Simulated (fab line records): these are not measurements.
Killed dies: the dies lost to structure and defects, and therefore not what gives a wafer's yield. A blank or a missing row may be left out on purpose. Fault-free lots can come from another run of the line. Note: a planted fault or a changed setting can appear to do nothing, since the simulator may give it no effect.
Comparing a struck lot with a sound one | flow nand harc | 43 out of 1302 route steps
Sound: the wafers L802.1, L802.4, L802.6. The struck wafers were L809.2, L809.3, L809.5. At the end, the cause is stated.
For every step that has rows: the tool of each side, followed by ch and its chambers, followed by its first start. Under that, the readings that differ: sound wafers | struck wafers | difference of the means | sigmas: that difference in standard deviations of wafers without a fault.
alike: words and numbers the same on both sides, and readings whose means are apart by under 2 such deviations; not compared: readings that were withheld, readings missing a value for some wafer, numbers with overlapping values and no deviation given by the record, and bounds like >300 which may hide the same value.
A row with sigmas, a row that says differs or no value, or rows on one side alone: a step with any of these is where the two part. Numbers that don't overlap but have no deviation are shown without sigmas and don't part them. Lack of a reading on every wafer of one side parts them only where that side has two or more wafers.

NHARC_A_CONTACT_ETCH_121: etches the open film in C4F8/O2/Ar, time 190 s, target depth 1850 nm.
  sound on har cap etch-01 ch 1, day 21 14:06; struck on har cap etch-03 ch 0,1, day 24 14:15
  not compared: rf hours counter h
then, 4 steps without rows for these wafers: NHARC_A_CONTACT_ETCH_122 (etches the open film in C4F8/O2/Ar, time 190 s, target depth 1850 nm); NHARC_A_CONTACT_ETCH_123 (etches the open film in C4F8/O2/Ar, time 490 s, target depth 2110 nm); NHARC_A_CONTACT_ETCH_90 (etches the open film in CH3F/O2, target depth 40 nm, time 85.7 s); NHARC_A_CONTACT_ETCH_96 (etches the open film in C4F6/O2, target depth 20 nm, time 10 s).
NHARC_A_CONTACT_CD_MEAS_53:
  sound on cd sem-03 at day 21 15:38; struck on cd sem-03 at day 24 15:46
  alike: cd nm
then, 6 steps without rows for these wafers: NHARC_A_CONTACT_STRIP_99 (strips in N2/H2); NHARC_A_CONTACT_STRIP_100 (strips in CF4/CHF3); NHARC_A_CONTACT_STRIP_101 (strips in O2/COS); NHARC_A_CONTACT_ETCH_102 (etches the open film in CF4/O2, target depth 100 nm, overetch 10 nm, time 55 s); NHARC_A_CONTACT_STRIP_55 (strips in O2); NHARC_A_CONTACT_STRIP_56 (strips in post etch residue remover, time 600 s).
NHARC_A_CONTACT_DEP_57: deposits aC, target thk 5300 nm.
  sound on acl dep-02 ch 0, day 21 16:38; struck on acl dep-02 ch 0, day 24 18:52
  reading              | sound | struck               | difference                   | sigmas
  susceptor temp C (C) | - - - | 400.28 400.32 400.19 | no value on the sound wafers |
  alike: throttle valve pct
then, 11 steps without rows for these wafers: NHARC_A_CONTACT_DEP_58 (deposits SiON, target thk 90 nm); NHARC_A_CONTACT_DEHYDRATE_59 (time 120 s); NHARC_A_CONTACT_HMDS_60 (time 30 s); NHARC_A_CONTACT_COAT_61 (time 75 s); NHARC_A_CONTACT_COAT_62 (time 65 s); NHARC_A_CONTACT_COAT_63 (resist thk 90 nm); NHARC_A_CONTACT_SOFTBAKE_64 (time 55 s); NHARC_A_CONTACT_EBR_65; NHARC_A_CONTACT_EXPOSE_66 (exposes mask A CC 2); NHARC_A_CONTACT_PEB_67 (peb time 65 s); NHARC_A_CONTACT_DEVELOP_68 (develop time 35 s).
NHARC_A_CONTACT_CD_MEAS_69: the cd target is 300 nm.
  sound on cd sem-03 ch 0, day 21 20:35; struck on cd sem-01 ch 0, day 24 22:19
  alike: cd nm
NHARC_A_CONTACT_OVL_MEAS_70:
  sound on overlay-01 at day 21 20:41; struck on overlay-02 at day 24 22:24
  alike: overlay x nm, overlay y nm
NHARC_A_CONTACT_INSPECT_71:
  sound on defect inspect-01 at day 21 20:43; struck on defect inspect-01 at day 24 22:26
  alike: raw defect count
NHARC_A_CONTACT_DESCUM_74: chemistry O2, time 3 s.
  sound on rie diel-03 ch 0,2,3, day 21 20:47; struck on rie diel-11 ch 0,2,3, day 24 22:30
  alike: drypump motor current A, oes product au, rf vpp V, showerhead plenum p Torr, throttle valve pct
  not compared: rf hours counter h
then, 2 steps without rows for these wafers: NHARC_A_CONTACT_ETCH_75 (etches the open film in CF4, target depth 39 nm, time 65 s); NHARC_A_CONTACT_ETCH_76 (etches the open film in N2/H2, target depth 260 nm, time 475.3 s).
NHARC_A_CONTACT_ETCH_77: etches the open film in CF4/CHF3, target depth 108.9 nm, time 54.5 s.
  sound: rie diel-03 ch 2,3; struck: rie diel-11 ch 1,2,3
  alike: drypump motor current A, oes product au, rf vpp V, showerhead plenum p Torr, throttle valve pct
  not compared: rf hours counter h
then, 4 steps without rows for these wafers: NHARC_A_CONTACT_ETCH_78 (etches the open film in O2/COS, target depth 5300 nm, time 1378 s); NHARC_A_CONTACT_ETCH_124 (etches the open film in C4F8/O2/Ar, time 140 s, target depth 700 nm); NHARC_A_CONTACT_ETCH_125 (etches the open film in C4F8/O2/Ar, time 197 s, target depth 1918 nm); NHARC_A_CONTACT_ETCH_126 (etches the open film in C4F8/O2/Ar, time 197 s, target depth 1918 nm).
NHARC_A_CONTACT_ETCH_127: etches the open film in C4F8/O2/Ar, time 197 s, target depth 1918 nm.
  sound on har cap etch-03 ch 0,1, day 21 22:54; struck on har cap etch-03 ch 0,1, day 25 00:43
  not compared: rf hours counter h
then, 2 steps without rows for these wafers: NHARC_A_CONTACT_ETCH_128 (etches the open film in C4F8/O2/Ar, time 197 s, target depth 1918 nm); NHARC_A_CONTACT_ETCH_129 (etches the open film in C4F8/O2/Ar, time 197 s, target depth 1918 nm).
NHARC_A_CONTACT_ETCH_130: etches the open film in C4F8/O2/Ar, time 197 s, target depth 1918 nm.
  sound on har cap etch-03 ch 0,1, day 21 23:26; struck on har cap etch-03 ch 0,1, day 25 01:14
  not compared: rf hours counter h
then, 3 steps without rows for these wafers: NHARC_A_CONTACT_ETCH_131 (etches the open film in C4F8/O2/Ar, time 197 s, target depth 1918 nm); NHARC_A_CONTACT_ETCH_132 (etches the open film in C4F8/O2/Ar, time 197 s, target depth 1924 nm); NHARC_A_CONTACT_ETCH_133 (etches the open film in C4F8/O2/Ar, time 374 s, target depth 1610 nm).
-- the record jumps here: 2 days lie between the struck wafers' starts before and after (it left off in module A_CONTACT and takes up again in module END, whose first step shown is number 1302 of the route) --
NHARC_END_SORT_01:
  only the struck wafers appear in the record here, on prober-02 ch 0 at day 27 08:04; the sound ones have no rows

WHERE THEY PART
Earliest at NHARC_A_CONTACT_DEP_57; latest, in this record, at NHARC_END_SORT_01.

WHY: what had been put in by the simulator
acl dep-02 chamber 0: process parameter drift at NHARC_A_CONTACT_DEP_57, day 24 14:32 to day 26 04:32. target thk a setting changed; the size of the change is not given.
